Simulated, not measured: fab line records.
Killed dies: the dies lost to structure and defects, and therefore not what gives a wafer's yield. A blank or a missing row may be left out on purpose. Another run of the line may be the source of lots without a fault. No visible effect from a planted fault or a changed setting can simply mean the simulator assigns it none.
Lot-split experiment ; flow n5_finfet ; 7 lots, 39 wafers read, on a route of 1938 steps

SPLIT DETAILS
At N5_FIN_SAQP_HM_DEP_72 (deposits SiO2 from SiH4/N2O, target thk 12 nm, time 7.2 s), the setting time_s was moved away from the recipe's 7.2 s on 12 of the 39 wafers read, by -11.8% to +15.0%. The other wafers ran this setting at the recipe's value.

FROM THE SPLIT TO THE READING: what the file shows between them, 4 steps
- N5_FIN_SAQP_COAT_49: time 60 s, resist thk 100 nm
- N5_FIN_SAQP_COAT_50: time 60 s, resist thk 35 nm
- N5_FIN_SAQP_ETCH_52: etches SOC in N2/H2, target depth 100 nm, overetch 20 nm, time 150 s
- N5_FIN_SAQP_STRIP_53: strips in N2/H2

THE READING
etch.depth_nm (the simulator's own value, which no gauge read), in nm, at N5_FIN_SAQP_HM_OPEN_73 (chemistry CHF3/O2, target SiO2, stops on a-Si, target depth 12 nm, time 16.8 s). The file gives no usual value for it. Across the 27 wafers here that went through the recipe, the average is 12.00 nm and the standard deviation 0.16 nm.

wafer;tool, chamber at the split;time_s as run, s;against the recipe;etch.depth_nm, nm;against lot-mates on the recipe
L074.1;pecvd-03, 0;7.2;recipe;11.79;-
L074.2;pecvd-03, 1;7.2;recipe;11.78;-
L074.3;pecvd-03, 0;7.2;recipe;11.96;-
L074.4;pecvd-03, 1;7.2;recipe;11.88;-
L074.5;pecvd-03, 0;7.2;recipe;12.09;-
L074.6;pecvd-03, 1;7.2;recipe;12.07;-
L082.1;pecvd-04, 0;6.349;-11.8%;10.59;-1.53
L082.2;pecvd-04, 2;7.2;recipe;11.95;-
L082.3;pecvd-04, 1;7.2;recipe;12.06;-
L082.4;pecvd-04, 2;6.349;-11.8%;10.62;-1.50
L082.5;pecvd-04, 0;6.349;-11.8%;10.81;-1.31
L082.6;pecvd-04, 1;7.2;recipe;12.35;-
L083.1;pecvd-04, 0;7.2;recipe;11.94;-
L083.3;pecvd-04, 2;7.2;recipe;11.98;-
L083.6;pecvd-04, 0;7.2;recipe;12.23;-
L085.1;pecvd-01, 0;7.2;recipe;11.75;-
L085.2;pecvd-01, 2;8.282;+15.0%;13.52;+1.67
L085.3;pecvd-01, 1;8.282;+15.0%;13.43;+1.58
L085.4;pecvd-01, 1,2;7.2;recipe;11.9;-
L085.6;pecvd-01, 1,2;7.2;recipe;11.9;-
L085.5;pecvd-01, 0;8.282;+15.0%;13.8;+1.95
L087.1;pecvd-04, 0;8.105;+12.6%;13.51;+1.51
L087.2;pecvd-04, 1;7.2;recipe;11.92;-
L087.3;pecvd-04, 2;7.2;recipe;11.97;-
L087.4;pecvd-04, 2;7.2;recipe;12.11;-
L087.5;pecvd-04, 0;8.105;+12.6%;13.87;+1.87
L087.6;pecvd-04, 1;8.105;+12.6%;13.78;+1.78
L095.1;pecvd-04, 1;7.627;+5.9%;12.66;+0.54
L095.2;pecvd-04, 2;7.627;+5.9%;12.65;+0.53
L095.3;pecvd-04, 0;7.2;recipe;12.01;-
L095.4;pecvd-04, 2;7.2;recipe;12.08;-
L095.5;pecvd-04, 0;7.627;+5.9%;12.91;+0.79
L095.6;pecvd-04, 1;7.2;recipe;12.26;-
L096.1;pecvd-04, 1;7.2;recipe;11.78;-
L096.2;pecvd-04, 2;7.2;recipe;11.96;-
L096.3;pecvd-04, 0;7.2;recipe;11.92;-
L096.4;pecvd-04, 2;7.2;recipe;11.98;-
L096.5;pecvd-04, 0;7.2;recipe;12.18;-
L096.6;pecvd-04, 1;7.2;recipe;12.3;-
Where a row lists several chambers, the file gives one row for several wafers and doesn't say which wafer went through which chamber.

FIT RESULTS
A straight line over all 39 wafers: etch.depth_nm changes by +0.117 nm for each +1% of time_s; r = +0.97; the points scatter about the line by 0.18 nm.
The same after taking each lot's own level away (the mean of its wafers on the recipe; 39 wafers): +0.123 nm for each +1%; r = +0.98; scatter 0.15 nm.
On that fit, the largest move of time_s shifts the reading by 1.8 nm.
The lots' own levels span 11.850 to 12.120 nm, that is 1.7 times the standard deviation above.
The two slopes agree, so the slope changes little with the lot-to-lot level.
Check: for one of the wafers moved furthest among these (+15.0%), held out of the fit, the line's prediction against its lot-mates is +1.87 nm. Against them it came out at +1.67 nm.

THE WHOLE CHAIN: every reading that the file lists as answering this split, in the file's order
step;what it does;reading;change (the file's fit);r (the file's)
N5_FIN_SAQP_HM_DEP_72;deposits SiO2 from SiH4/N2O, target thk 12 nm, time 7.2 s;SiO2_of_FIN_SAQP_HM_DEP_72.thk_nm (the simulator's own value, which no gauge read);+0.122 nm for each +1% of the setting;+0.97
N5_FIN_SAQP_HM_OPEN_73;chemistry CHF3/O2, target SiO2, stops on a-Si, target depth 12 nm, time 16.8 s;etch.depth_nm (the simulator's own value, which no gauge read);+0.122 nm for each +1% of the setting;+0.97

FILE'S OWN FIT
etch.depth_nm changes by +0.122 nm for each +1% of time_s, r = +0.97.
